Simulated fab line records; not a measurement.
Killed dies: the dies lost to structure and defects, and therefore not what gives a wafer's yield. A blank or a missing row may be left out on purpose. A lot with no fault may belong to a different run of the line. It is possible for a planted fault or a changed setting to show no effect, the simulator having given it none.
Chamber matching :: flow n5_finfet :: 4 sister chambers for N5_SD_EPI_P_ETCH_36 on rie_diel-01
The step etches SiARC in CF4, target depth 45.5 nm, time 75.8 s. 8 wafers are shown with their chamber, then 8 later ones without.

## EACH WAFER AND ITS CHAMBER
wafer: L077.6
chamber: 0
throttle_valve_pct (%): 15.92
showerhead_plenum_p_Torr (Torr): 2.11

wafer: L081.5
chamber: 0
throttle_valve_pct (%): 15.94
showerhead_plenum_p_Torr (Torr): 2.11

wafer: L085.1
chamber: 3
throttle_valve_pct (%): 15.54
showerhead_plenum_p_Torr (Torr): 2.14

wafer: L085.3
chamber: 1
throttle_valve_pct (%): 15.32
showerhead_plenum_p_Torr (Torr): 2.09

wafer: L088.1
chamber: 2
throttle_valve_pct (%): 15.92
showerhead_plenum_p_Torr (Torr): 2.10

wafer: L088.4
chamber: 1
throttle_valve_pct (%): 15.33
showerhead_plenum_p_Torr (Torr): 2.08

wafer: L088.5
chamber: 3
throttle_valve_pct (%): 15.55
showerhead_plenum_p_Torr (Torr): 2.14

wafer: L087.1
chamber: 2
throttle_valve_pct (%): 15.91
showerhead_plenum_p_Torr (Torr): 2.10

## WAFERS MISSING THEIR CHAMBER
wafer: L087.3
throttle_valve_pct (%): 15.34
showerhead_plenum_p_Torr (Torr): 2.08

wafer: L087.4
throttle_valve_pct (%): 15.55
showerhead_plenum_p_Torr (Torr): 2.14

wafer: L094.1
throttle_valve_pct (%): 15.45
showerhead_plenum_p_Torr (Torr): 2.10

wafer: L094.2
throttle_valve_pct (%): 15.46
showerhead_plenum_p_Torr (Torr): 2.10

wafer: L094.4
throttle_valve_pct (%): 15.36
showerhead_plenum_p_Torr (Torr): 2.08

wafer: L095.2
throttle_valve_pct (%): 15.36
showerhead_plenum_p_Torr (Torr): 2.08

wafer: L095.3
throttle_valve_pct (%): 15.56
showerhead_plenum_p_Torr (Torr): 2.14

wafer: L095.4
throttle_valve_pct (%): 15.44
showerhead_plenum_p_Torr (Torr): 2.09

## CHAMBER TAKEN BY EACH
wafer: L087.3
from the rows above: 1
in truth: 1

wafer: L087.4
from the rows above: 3
in truth: 3

wafer: L094.1
from the rows above: can't be placed: 1 or 3
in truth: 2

wafer: L094.2
from the rows above: can't be placed: 3 or 1
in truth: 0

wafer: L094.4
from the rows above: 1
in truth: 1

wafer: L095.2
from the rows above: 1
in truth: 1

wafer: L095.3
from the rows above: 3
in truth: 3

wafer: L095.4
from the rows above: 1
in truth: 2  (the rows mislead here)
5 of 8 placed correctly. Cannot be placed on the basis of these rows: 2; the candidates contain the true chamber in 0. 1 placed wrongly.
How it was worked out, from the rows above alone: a wafer's distance from a chamber is the root of the sum, over the readings, of the square of ((its reading less the chamber's mean) divided by the reading's scatter). If the next closest chamber is less than 2 further off than the closest, the wafer can't be placed; otherwise it belongs to the closest. A chamber's mean is the mean of its shown wafers. The scatter: the root of (the sum of the squares of (reading less its chamber's mean) over the shown wafers, divided by (wafers less chambers)).
